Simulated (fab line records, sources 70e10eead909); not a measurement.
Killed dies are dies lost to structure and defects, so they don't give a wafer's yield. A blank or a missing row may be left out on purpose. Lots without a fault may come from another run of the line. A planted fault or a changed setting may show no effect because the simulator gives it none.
Chamber matching | flow nand_harc | NHARC_A_M0_PRE_CLEAN_31 on pecvd-04: 3 sister chambers
The step time 12 s. 6 wafers are shown with their chamber, then 12 later ones without.

WAFERS WITH THEIR CHAMBER
wafer  | chamber | heater_power_outer_w (W) | heater_power_w (W)
L080.1 | 2       | 325                      | 548
L081.3 | 2       | 304                      | 509
L081.5 | 0       | 296                      | 547
L089.2 | 1       | 360                      | 587
L089.5 | 0       | 298                      | 554
L089.6 | 1       | 366                      | 609

WAFERS WITHOUT THEIR CHAMBER
wafer  | heater_power_outer_w (W) | heater_power_w (W)
L090.1 | 343                      | 615
L090.4 | 329                      | 523
L090.5 | 326                      | 560
L096.2 | 351                      | 603
L096.4 | 344                      | 597
L096.5 | 297                      | 498
L095.2 | 351                      | 574
L095.4 | 355                      | 604
L095.5 | 347                      | 573
L097.1 | 293                      | 483
L097.5 | 372                      | 626
L097.6 | 351                      | 651

WHICH CHAMBER EACH WENT THROUGH
wafer  | from the rows above     | in truth
L090.1 | 1                       | 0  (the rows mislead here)
L090.4 | 2                       | 2
L090.5 | can't be placed: 2 or 0 | 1
L096.2 | 1                       | 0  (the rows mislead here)
L096.4 | 1                       | 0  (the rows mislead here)
L096.5 | can't be placed: 2 or 0 | 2
L095.2 | 1                       | 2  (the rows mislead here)
L095.4 | 1                       | 1
L095.5 | 1                       | 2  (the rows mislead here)
L097.1 | can't be placed: 2 or 0 | 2
L097.5 | 1                       | 1
L097.6 | 1                       | 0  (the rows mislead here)
Placed correctly: 3 of 12. Can't be placed from these rows: 3 (the true chamber is among the candidates in 2). Placed wrongly: 6.
How it was worked out, from the rows above alone: a wafer's distance from a chamber is the root of the sum, over the readings, of the square of ((its reading less the chamber's mean) divided by the reading's scatter). The wafer belongs to the nearest chamber; if the next one is less than 2 further off, it can't be placed. A chamber's mean is the mean of its shown wafers. The scatter: the root of (the sum of the squares of (reading less its chamber's mean) over the shown wafers, divided by (wafers less chambers)).
